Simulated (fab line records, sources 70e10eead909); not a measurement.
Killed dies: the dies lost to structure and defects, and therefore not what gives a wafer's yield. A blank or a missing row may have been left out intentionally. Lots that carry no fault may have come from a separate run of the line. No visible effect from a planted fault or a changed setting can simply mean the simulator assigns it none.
Check for tools in common | flow nand-harc | 1 lot, 3 wafers sampled

## WHAT PROMPTED THE OPENING
At NHARC_END_SORT_01 the reading killed-at-array is flagged on 1 of 1 lot. Fault-free wafers read 59, with a standard deviation of 20.
Rule: a lot gets a flag if all its wafers with a number sit over 4 standard deviations from that mean, or if no wafer of it has a number. As for the other lots, they are considered sound.

lot  | measured     | on        | killed-at-array, wafer by wafer | flag
L611 | day 30 14:13 | prober-02 | 677 677 676                     | FLAGGED
The mean of the flagged lots' numbers is 677, +618 from the usual (+31 standard deviations).

## LOT BY LOT: THE TOOL USED
4 process steps preceding the reading are held in the record, out of 1302 steps in the route. Cell contents, in order: the tool; ch with the chambers the sampled wafers went through; the start.
lot  | flag    | NHARC_A_STAIRCASE_TRIM_226                  | NHARC_A_STAIRCASE_TRIM_233                    | NHARC_A_STAIRCASE_ETCH_253         | NHARC_A_STAIRCASE_HM_DEP_456
L611 | FLAGGED | rie-diel-13 ch 0,2, day 21 05:20 or earlier | rie-diel-04 ch 0,1,2, day 21 05:20 or earlier | rie-diel-02 ch 0,1,3, day 21 05:20 | acl-dep-01, day 21 08:25
These steps, and what they do:
- NHARC_A_STAIRCASE_TRIM_226: chemistry O2, time 211.2 s.
- NHARC_A_STAIRCASE_TRIM_233: chemistry O2, time 211.2 s.
- NHARC_A_STAIRCASE_ETCH_253: etches the open film in C4F8/O2, target depth 50 nm, time 20.2 s.
- NHARC_A_STAIRCASE_HM_DEP_456: deposits aC, target thk 3100 nm.
- NHARC_END_SORT_01

## FLAGGED AGAINST TOTAL, ONE TOOL AT A TIME (gauges that did the reading follow at the end)
step                         | tool        | lots run | flagged | share of the flagged lots | sound lots run after its first flagged lot
NHARC_A_STAIRCASE_TRIM_226   | rie-diel-13 | 1        | 1       | all                       | 0
NHARC_A_STAIRCASE_TRIM_233   | rie-diel-04 | 1        | 1       | all                       | 0
NHARC_A_STAIRCASE_ETCH_253   | rie-diel-02 | 1        | 1       | all                       | 0
NHARC_A_STAIRCASE_HM_DEP_456 | acl-dep-01  | 1        | 1       | all                       | 0
NHARC_END_SORT_01            | prober-02   | 1        | 1       | all                       | 0
With no start given for some of its lots, NHARC_A_STAIRCASE_TRIM_226 uses the hours and lot order of NHARC_A_STAIRCASE_ETCH_253. With no start given for some of its lots, NHARC_A_STAIRCASE_TRIM_233 uses the hours and lot order of NHARC_A_STAIRCASE_ETCH_253.

## WHAT IS ALLOWED BY THE TABLE
5 rows of the table ran every flagged lot: rie-diel-13 at NHARC_A_STAIRCASE_TRIM_226, rie-diel-04 at NHARC_A_STAIRCASE_TRIM_233, rie-diel-02 at NHARC_A_STAIRCASE_ETCH_253, acl-dep-01 at NHARC_A_STAIRCASE_HM_DEP_456, prober-02 at NHARC_END_SORT_01.
- rie-diel-13 at NHARC_A_STAIRCASE_TRIM_226: 1 of its 1 lot flagged. In this sample it ran no sound lot ahead of its first flagged lot, so there is no way to narrow down the start.
- rie-diel-04 at NHARC_A_STAIRCASE_TRIM_233: 1 of its 1 lot flagged. In this sample it ran no sound lot ahead of its first flagged lot, so there is no way to narrow down the start.
- rie-diel-02 at NHARC_A_STAIRCASE_ETCH_253: 1 of its 1 lot flagged. In this sample it ran no sound lot ahead of its first flagged lot, so there is no way to narrow down the start.
- acl-dep-01 at NHARC_A_STAIRCASE_HM_DEP_456: 1 of its 1 lot flagged. In this sample it ran no sound lot ahead of its first flagged lot, so there is no way to narrow down the start.
- prober-02 at NHARC_END_SORT_01: 1 of its 1 lot flagged. In this sample it ran no sound lot ahead of its first flagged lot, so there is no way to narrow down the start.
A lot count leaves these 5 tools indistinguishable: every one of them fits a fault beginning at some hour. More lots, or a look at what each step does to the wafer, might.

## WHAT THE SIMULATOR PUT IN
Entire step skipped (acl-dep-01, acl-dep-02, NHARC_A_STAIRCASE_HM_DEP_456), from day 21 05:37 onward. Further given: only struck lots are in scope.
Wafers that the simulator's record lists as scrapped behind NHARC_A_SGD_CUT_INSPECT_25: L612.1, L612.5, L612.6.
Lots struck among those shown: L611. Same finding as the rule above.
